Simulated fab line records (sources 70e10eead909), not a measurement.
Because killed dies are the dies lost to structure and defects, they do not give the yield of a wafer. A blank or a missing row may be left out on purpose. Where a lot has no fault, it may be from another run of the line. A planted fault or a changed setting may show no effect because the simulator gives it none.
fab line records | flow nand_harc
record: lots: 12 wafers: 36 last_day: 33
route steps=1302 shown A_CONTACT@1088 A_BLC@1114
lots that met no fault: from a run of the same line without faults
start_h: hours from the record's opening day to when the first of the lot's shown wafers began | wait_h: hours since the lot's step before | " as in the row above | L1.1+2: one row covering several wafers at once | - either no value or no given start | * or withheld: withheld | < > ~ a bound
route shown NAME@n: names a module that has steps shown in the file, with the first one's number in the route | usual: mean/standard deviation of fault-free wafers | same: alike in all rows | chamber/n: place in a boat | sites: per-site readings | _std_site: their standard deviation | _edge_site: the outer-site mean with the inner-site mean subtracted | radius_mm: how far each site lies from the wafer's centre | mask NAME#n: copy n | behind: the tool/chamber that last shaped the wafer | hold: the reason the lot was held/the length of the hold in hours/how it ended | device: which transistor (n, p or np) failed to switch | end of line: at the end of the route, the tests of the same wafers | step lacking rows: just its recipe | killed: not the wafer's yield, but the dies lost to structure and defects at the first sort | map: a wafer's dies, marking killed ones x, the rest . and places with no die _
set.NAME: the setting the step ran with; set.NAME@STEP: the setting that earlier step ran with | model.NAME: the simulator's own value behind a step, which no gauge read
steps of the route over a sample of lots; a table a step, a row a wafer
services: a tool's chamber out of use, with start hour (start_h, from the record's first day; less than 0 if before it), hours out, and reason
== steps ==
step: NHARC_A_CONTACT_ETCH_136
recipe: source_w: withheld pressure_mtorr: 20 bias_v: 1200 time_s: 311 target_depth_a: 19120 ar_flow_sccm: withheld c4f8_flow_sccm: withheld o2_flow_sccm: withheld chemistry: C4F8/O2/Ar
columns lot.wafer tool chamber start_h wait_h rf_hours_counter_h
L932.2 har_cap_etch-02 0 510.47 0.2 89
L932.3 " 1 " " -
L932.5 " 1 " " -
L934.2 har_cap_etch-02 1 523.78 0.2 93
L934.1 " 0 " " 93
L934.6 " 0 " " -
L935.2 har_cap_etch-01 0 526.08 0.2 4
L935.6 " 1 " " -
L935.5 " 0 " " -
L936.2 har_cap_etch-03 0 542.42 0.2 49
L936.3 " 1 " " -
L936.6 " 1 " " -
L937.1 har_cap_etch-02 1 549.62 0.2 96
L937.3 " 0 " " -
L937.6 " 1 " " -
L939.3 har_cap_etch-01 1 589.12 0.2 -
L939.5 " 1 " " -
L939.6 " 0 " " -
L941.2 har_cap_etch-03 1 604.09 0.2 56
L941.5 " 0 " " -
L941.6 " 1 " " -
L943.1 har_cap_etch-01 0 625.35 0.2 18
L943.3 " 1 " " -
L943.6 " 0 " " -
L946.3 har_cap_etch-01 1 654.29 0.2 -
L946.6 " 1 " " -
L946.5 " 0 " " -
L949.1 har_cap_etch-02 0 664.11 0.2 117
L949.2 " 1 " " 117
L949.3 " 0 " " -
L952.1 har_cap_etch-01 0 698.46 0.2 34
L952.2 " 1 " " 34
L952.3 " 0 " " -
L955.2 har_cap_etch-01 0 747.70 0.2 42
L955.3 " 0 " " -
L955.5 " 1 " " -
step: NHARC_A_CONTACT_ETCH_139
recipe: source_w: withheld pressure_mtorr: 20 bias_v: 400 time_s: 195 target_depth_a: 8400 ar_flow_sccm: withheld c4f8_flow_sccm: 11.5 o2_flow_sccm: 7.2 chemistry: C4F8/O2/Ar
columns lot.wafer tool chamber start_h wait_h rf_hours_counter_h
L932.2 har_cap_etch-02 0 511.28 0.2 90
L932.3 " 1 " " -
L932.5 " 1 " " -
L934.2 har_cap_etch-02 1 524.59 0.2 93
L934.1 " 0 " " 93
L934.6 " 0 " " -
L935.2 har_cap_etch-01 0 526.89 0.2 5
L935.6 " 1 " " -
L935.5 " 0 " " -
L936.2 har_cap_etch-03 0 543.22 0.2 50
L936.3 " 1 " " -
L936.6 " 1 " " -
L937.1 har_cap_etch-02 1 550.44 0.2 96
L937.3 " 0 " " -
L937.6 " 1 " " -
L939.3 har_cap_etch-01 1 589.94 0.2 -
L939.5 " 1 " " -
L939.6 " 0 " " -
L941.2 har_cap_etch-03 1 604.91 0.2 57
L941.5 " 0 " " -
L941.6 " 1 " " -
L943.1 har_cap_etch-01 0 626.17 0.2 19
L943.3 " 1 " " -
L943.6 " 0 " " -
L946.3 har_cap_etch-01 1 655.10 0.2 -
L946.6 " 1 " " -
L946.5 " 0 " " -
L949.1 har_cap_etch-02 0 664.92 0.2 118
L949.2 " 1 " " 118
L949.3 " 0 " " -
L952.1 har_cap_etch-01 0 699.27 0.2 35
L952.2 " 1 " " 35
L952.3 " 0 " " -
L955.2 har_cap_etch-01 0 748.51 0.2 43
L955.3 " 0 " " -
L955.5 " 1 " " -
step: NHARC_A_BLC_EXPOSE_07
recipe: na: 1.35 target_cd_nm: 100 dose_mj: 67.97 mask_id: A_BLC
columns lot.wafer tool chamber start_h wait_h mask
L932.2+3+5 arfi_scanner-02 0 514.81 - A_BLC#0
L934.1+2+6 arfi_scanner-02 0 528.25 - A_BLC#0
L935.2+5+6 arfi_scanner-02 0 530.34 - A_BLC#0
L936.2+3+6 arfi_scanner-02 0 546.70 - A_BLC#0
L937.1+3+6 arfi_scanner-02 0 554.05 - A_BLC#0
L939.3+5+6 arfi_scanner-03 0 593.30 - A_BLC#0
L941.2+5+6 arfi_scanner-03 0 608.33 - A_BLC#0
L943.1+3+6 arfi_scanner-03 0 629.57 - A_BLC#0
L946.3+5+6 arfi_scanner-03 0 658.60 - A_BLC#0
L949.1+2+3 arfi_scanner-01 0 668.61 - A_BLC#0
L952.1+2+3 arfi_scanner-03 0 703.57 - A_BLC#0
L955.2+3+5 arfi_scanner-03 0 752.05 - A_BLC#0
step: NHARC_A_BLC_CD_MEAS_10
recipe: target_cd_nm: 100 landing_energy_ev: 500
usual: cd_nm: 99.8/0.67
columns lot.wafer tool chamber start_h wait_h cd_nm
L932.2 cd_sem-02 0 514.95 - 98.0
L932.3 " 0 " " 100.2
L932.5 " 0 " " 98.9
L934.1 cd_sem-02 0 528.39 - 100.4
L934.2 " 0 " " 100.9
L934.6 " 0 " " 100.8
L935.2 cd_sem-01 0 530.48 - 100.5
L935.5 " 0 " " 100.3
L935.6 " 0 " " 98.8
L936.2 cd_sem-02 0 546.84 - -
L936.3 " 0 " " -
L936.6 " 0 " " -
L937.1 cd_sem-02 0 554.19 - -
L937.3 " 0 " " -
L937.6 " 0 " " -
L939.3 cd_sem-03 0 593.43 - 99.8
L939.5 " 0 " " 99.9
L939.6 " 0 " " 100.3
L941.2 cd_sem-01 0 608.47 - 98.8
L941.5 " 0 " " 99.8
L941.6 " 0 " " 100.2
L943.1 cd_sem-01 0 629.71 - 98.5
L943.3 " 0 " " 99.1
L943.6 " 0 " " 98.4
L946.3 cd_sem-02 0 658.74 - 100.4
L946.5 " 0 " " 99.7
L946.6 " 0 " " 99.6
L949.1 cd_sem-03 0 668.75 - 100.1
L949.2 " 0 " " 99.5
L949.3 " 0 " " 100.0
L952.1 cd_sem-02 0 703.71 - 99.2
L952.2 " 0 " " 99.3
L952.3 " 0 " " 99.9
L955.2 cd_sem-01 0 752.19 - 100.4
L955.3 " 0 " " 100.1
L955.5 " 0 " " 100.6
step: NHARC_A_BLC_ETCH_18
recipe: target_depth_a: 9100 c4f8_flow_sccm: 20 o2_flow_sccm: 10 ar_flow_sccm: withheld rf_w: 600 bias_w: 1500 chemistry: C4F8/O2/Ar
usual: oes_product_au: 0.945/0.021 rf_vpp_V: 976/5.8
columns lot.wafer tool chamber start_h wait_h oes_product_au rf_hours_counter_h rf_vpp_V
L932.2 rie_diel-02 1 - - 0.969 8 970
L932.3 " 3 " " 0.968 8 981
L932.5 " 1 " " 0.961 - 969
L934.1 rie_diel-05 0 - - 0.932 45 982
L934.2 " 1 " " 0.917 42 972
L934.6 " 0 " " 0.928 - 982
L935.2 rie_diel-02 3 - - 0.930 9 981
L935.6 " 1 " " 0.922 - 969
L935.5 " 2 " " 0.921 - 982
L936.3 rie_diel-05 1 - - 0.915 47 973
L936.2 " 0 " " 0.927 51 983
L936.6 " 2 " " 0.955 - 969
L937.1 rie_diel-02 2 - - 0.916 10 982
L937.3 " 0 " " 0.937 9 971
L937.6 " 1 " " 0.921 - 969
L939.3 rie_diel-02 2 - - 0.945 1 982
L939.5 " 0 " " 0.964 - 969
L939.6 " 1 " " 0.976 - 969
L941.2 rie_diel-06 0 - - 0.938 8 970
L941.5 " 0 " " 0.950 - 969
L941.6 " 1 " " 0.946 - 974
L943.3 rie_diel-06 2 - - 0.933 11 976
L943.1 " 3 " " 0.924 9 985
L943.6 " 3 " " 0.929 - 986
L946.3 rie_diel-02 0 - - 0.983 5 972
L946.6 " 3 " " 0.940 - 981
L946.5 " 0 " " 0.984 - 970
L949.3 rie_diel-02 3 - - 0.953 5 981
L949.1 " 0 " " 0.983 5 970
L949.2 " 1 " " 0.967 6 969
L952.2 rie_diel-02 3 - - 0.927 9 980
L952.1 " 0 " " 0.932 9 970
L952.3 " 1 " " 0.915 10 970
L955.3 rie_diel-06 2 - - 0.966 6 976
L955.2 " 3 " " 0.970 7 983
L955.5 " 0 " " 0.950 - 968
step: NHARC_A_BLC_CD_MEAS_19
usual: cd_nm: 100.8/2.2
columns lot.wafer tool chamber start_h wait_h cd_nm
L932.2 cd_sem-01 - 516.11 - 100.3
L932.3 " - " " 100.4
L932.5 " - " " 96.9
L934.1 cd_sem-03 - 529.54 - 102.4
L934.2 " - " " 100.3
L934.6 " - " " 103.3
L935.2 cd_sem-02 - 531.82 - 98.6
L935.5 " - " " 101.6
L935.6 " - " " 101.0
L936.2 cd_sem-02 - 547.99 - -
L936.3 " - " " -
L936.6 " - " " -
L937.1 cd_sem-03 - 555.35 - -
L937.3 " - " " -
L937.6 " - " " -
L939.3 cd_sem-01 - 594.58 - 101.5
L939.5 " - " " 105.6
L939.6 " - " " 100.4
L941.2 cd_sem-01 - 609.82 - 103.9
L941.5 " - " " 103.0
L941.6 " - " " 103.6
L943.1 cd_sem-01 - 630.86 - 98.5
L943.3 " - " " 100.8
L943.6 " - " " 99.4
L946.3 cd_sem-02 - 659.89 - 105.6
L946.5 " - " " 104.1
L946.6 " - " " 99.4
L949.1 cd_sem-03 - 669.90 - 102.4
L949.2 " - " " 102.4
L949.3 " - " " 99.2
L952.1 cd_sem-03 - 705.05 - 101.1
L952.2 " - " " 96.6
L952.3 " - " " 98.9
L955.2 cd_sem-02 - 753.39 - 98.7
L955.3 " - " " 100.3
L955.5 " - " " 103.1
== services ==
columns tool chamber start_h hours kind
rie_diel-06 - 493.27 5.6 repair
har_cap_etch-01 - 497.00 17.0 pm
rie_diel-06 1 504.30 4.9 repair
rie_diel-06 - 523.55 0.5 repair
rie_diel-02 0 526.22 5.4 repair
arfi_scanner-03 - 540.00 4.0 pm
har_cap_etch-02 - 551.44 0.2 repair
arfi_scanner-03 - 552.33 0.2 repair
rie_diel-02 - 570.70 9.0 pm
arfi_scanner-02 - 571.18 1.5 repair
arfi_scanner-02 - 598.13 1.1 repair
rie_diel-06 3 598.50 14.2 repair
arfi_scanner-03 - 635.88 16.5 repair
rie_diel-06 - 651.01 0.7 repair
arfi_scanner-02 - 656.00 4.0 pm
rie_diel-02 3 690.49 6.1 repair
rie_diel-02 2 701.35 3.5 repair
rie_diel-02 0 706.74 45.4 repair
arfi_scanner-03 - 712.00 4.0 pm
arfi_scanner-03 - 717.48 1.1 repair
arfi_scanner-03 - 721.27 4.5 repair
rie_diel-02 2 737.60 3.9 repair
rie_diel-02 - 747.94 9.0 pm
arfi_scanner-03 - 749.51 1.0 repair
== key ==
first_sign: step: NHARC_A_BLC_CD_MEAS_10 reading: cd_nm direction: missing
effect: step: NHARC_A_BLC_CD_MEAS_19 reading: cd_nm direction: missing
met_at NHARC_A_BLC_EXPOSE_07
struck_lots L936,L937
tester_left_out L936,L937
not_acting_at NHARC_A_CONTACT_ETCH_136,NHARC_A_CONTACT_ETCH_139,NHARC_A_BLC_ETCH_18
onset_between 530.34 546.70
fault: kind: process_parameter_drift tool: arfi_scanner-02 chamber: - onset_h: 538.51 steps: NHARC_A_BLC_EXPOSE_07 channel: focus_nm offset: 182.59 spread_by_wafer: 0.3 shape: step
tester_left_out: of these lots the tester's yield and bins aren't shown, on N5 and GAA mostly nor the transistor test; their killed dies are dies lost to structure and defects alone, not to doping, threshold or leakage, so they don't give the yield
